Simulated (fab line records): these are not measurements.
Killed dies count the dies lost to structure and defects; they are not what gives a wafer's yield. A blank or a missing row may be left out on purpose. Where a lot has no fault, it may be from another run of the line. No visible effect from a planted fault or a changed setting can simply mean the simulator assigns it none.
Which tool did it? | flow n5_finfet | 36 wafers sampled from 12 lots at 1 step of a route of 1938

## WHAT EACH GAUGE READ, for each wafer
N5_BEOL_M11_OVL_MEAS_29.
lot  | measured     | on         | V10_OVL (nm)
L076 | day 11 09:43 | overlay-02 | -0.8 -1.7 -2.9
L077 | day 12 06:52 | overlay-02 | 0.3 -0.3 -0.7
L079 | day 12 08:30 | overlay-02 | -0.6 -0.2 -0.6
L081 | day 12 23:26 | overlay-02 | 0.4 -0.1 -0.8
L083 | day 13 04:08 | overlay-02 | -0.8 -1.1 0.2
L085 | day 13 17:10 | overlay-02 | -1.3 -0.8 -0.9
L086 | day 14 07:02 | overlay-02 | -0.6 -1.2 0.5
L089 | day 14 18:10 | overlay-02 | 1.4 -0.5 0.7
L092 | day 15 12:32 | overlay-02 | -0.3 -1.8 0.6
L091 | day 16 03:09 | overlay-01 | -0.4 -1.4 -1.0
L096 | day 16 06:28 | overlay-02 | -0.5 -0.7 0.3
L097 | day 16 20:14 | overlay-01 | -0.1 0.9 0.0

## EACH LOT AND THE TOOL THAT RAN IT (in order: tool; ch and the chambers of the sampled wafers; start)
The record holds no process step before these readings.

## THE ANSWER, worked out from the rows above alone
Rule: usual is defined by the lots themselves. The widest of any qualifying gaps counts: lots, ordered by their means at a reading, are off when they make up no more than a third of the lots, leave a main group of 4 or more, and stand apart from it by 3 or more times the standard deviation of that group's means. The tables above print the reading to a certain number of digits; a main group whose means all agree to those digits is not used. Also off: a lot with no number at a reading for which 4 or more lots have one. Any other lot the step has rows for is counted as sound.
Across all readings shown, no lot is off: no conclusion can be drawn from this.

## WHAT THE SIMULATOR HAD PUT IN
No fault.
